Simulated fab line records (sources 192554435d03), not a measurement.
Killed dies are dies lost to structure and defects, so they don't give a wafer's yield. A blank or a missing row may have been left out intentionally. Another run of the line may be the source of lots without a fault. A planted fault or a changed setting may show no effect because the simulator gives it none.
Chamber matching / flow n5 finfet / N5_BEOL_M1_ETCH_63 on rie diel-06: 4 sister chambers
The step etches SiARC in CF4, target depth 15.6 nm, time 26 s. 16 wafers are shown with their chamber, then 8 later ones without.

== WAFERS PAIRED WITH THEIR CHAMBERS ==
wafer=L077.2; chamber=0; showerhead plenum p Torr (Torr)=2.05; drypump motor current A (A)=6.5; throttle valve pct (%)=15.31
wafer=L077.3; chamber=2; showerhead plenum p Torr (Torr)=2.10; drypump motor current A (A)=5.6; throttle valve pct (%)=16.11
wafer=L077.4; chamber=3; showerhead plenum p Torr (Torr)=1.99; drypump motor current A (A)=5.8; throttle valve pct (%)=15.30
wafer=L082.2; chamber=3; showerhead plenum p Torr (Torr)=1.99; drypump motor current A (A)=5.8; throttle valve pct (%)=15.33
wafer=L082.3; chamber=2; showerhead plenum p Torr (Torr)=2.10; drypump motor current A (A)=5.6; throttle valve pct (%)=16.12
wafer=L082.6; chamber=3; showerhead plenum p Torr (Torr)=1.99; drypump motor current A (A)=5.9; throttle valve pct (%)=15.34
wafer=L083.1; chamber=0; showerhead plenum p Torr (Torr)=2.04; drypump motor current A (A)=6.5; throttle valve pct (%)=15.34
wafer=L083.3; chamber=1; showerhead plenum p Torr (Torr)=2.26; drypump motor current A (A)=6.5; throttle valve pct (%)=15.48
wafer=L083.6; chamber=2; showerhead plenum p Torr (Torr)=2.10; drypump motor current A (A)=5.6; throttle valve pct (%)=16.12
wafer=L085.4; chamber=2; showerhead plenum p Torr (Torr)=2.10; drypump motor current A (A)=5.6; throttle valve pct (%)=16.12
wafer=L085.5; chamber=1; showerhead plenum p Torr (Torr)=2.26; drypump motor current A (A)=6.5; throttle valve pct (%)=15.47
wafer=L085.6; chamber=0; showerhead plenum p Torr (Torr)=2.04; drypump motor current A (A)=6.5; throttle valve pct (%)=15.35
wafer=L086.2; chamber=1; showerhead plenum p Torr (Torr)=2.26; drypump motor current A (A)=6.5; throttle valve pct (%)=15.50
wafer=L086.4; chamber=0; showerhead plenum p Torr (Torr)=2.04; drypump motor current A (A)=6.5; throttle valve pct (%)=15.35
wafer=L086.6; chamber=3; showerhead plenum p Torr (Torr)=1.99; drypump motor current A (A)=5.9; throttle valve pct (%)=15.34
wafer=L087.1; chamber=3; showerhead plenum p Torr (Torr)=1.99; drypump motor current A (A)=5.9; throttle valve pct (%)=15.34

SIGNATURES (means of the wafers above)
reading=showerhead plenum p Torr; chamber 0=2.0425; chamber 1=2.2600; chamber 2=2.1000; chamber 3=1.9900; scatter within a chamber=0.0025
reading=drypump motor current A; chamber 0=6.500; chamber 1=6.500; chamber 2=5.600; chamber 3=5.860; scatter within a chamber=0.0316
reading=throttle valve pct; chamber 0=15.3375; chamber 1=15.4833; chamber 2=16.1175; chamber 3=15.3300; scatter within a chamber=0.0153
Rule: for a wafer and a chamber, the distance is found by dividing, reading by reading, the gap between the wafer's reading and the chamber's mean by the reading's scatter, squaring, summing and taking the root. The wafer belongs to the nearest chamber; if the next one is less than 2 further off, it can't be placed. The scatter is the square root of a quotient: the sum, over the shown wafers, of each reading's squared deviation from its chamber's mean, divided by wafers minus chambers.

== WAFERS WITHOUT THEIR CHAMBER ==
wafer=L087.2; showerhead plenum p Torr (Torr)=2.04; drypump motor current A (A)=6.5; throttle valve pct (%)=15.37
wafer=L087.3; showerhead plenum p Torr (Torr)=2.26; drypump motor current A (A)=6.5; throttle valve pct (%)=15.48
wafer=L089.1; showerhead plenum p Torr (Torr)=2.04; drypump motor current A (A)=6.5; throttle valve pct (%)=15.35
wafer=L089.3; showerhead plenum p Torr (Torr)=1.99; drypump motor current A (A)=5.9; throttle valve pct (%)=15.33
wafer=L089.4; showerhead plenum p Torr (Torr)=1.99; drypump motor current A (A)=5.9; throttle valve pct (%)=15.34
wafer=L094.1; showerhead plenum p Torr (Torr)=2.10; drypump motor current A (A)=5.6; throttle valve pct (%)=15.66
wafer=L094.2; showerhead plenum p Torr (Torr)=2.25; drypump motor current A (A)=6.5; throttle valve pct (%)=15.51
wafer=L094.3; showerhead plenum p Torr (Torr)=2.04; drypump motor current A (A)=6.5; throttle valve pct (%)=15.36

== WHICH CHAMBER EACH WENT THROUGH ==
wafer=L087.2; from the rows above=0; in truth=0
wafer=L087.3; from the rows above=1; in truth=1
wafer=L089.1; from the rows above=0; in truth=0
wafer=L089.3; from the rows above=3; in truth=3
wafer=L089.4; from the rows above=3; in truth=3
wafer=L094.1; from the rows above=2; in truth=2
wafer=L094.2; from the rows above=1; in truth=1
wafer=L094.3; from the rows above=0; in truth=0
Correct placement for 8 of the 8. Can't be placed from these rows: 0. Wrongly placed: 0.
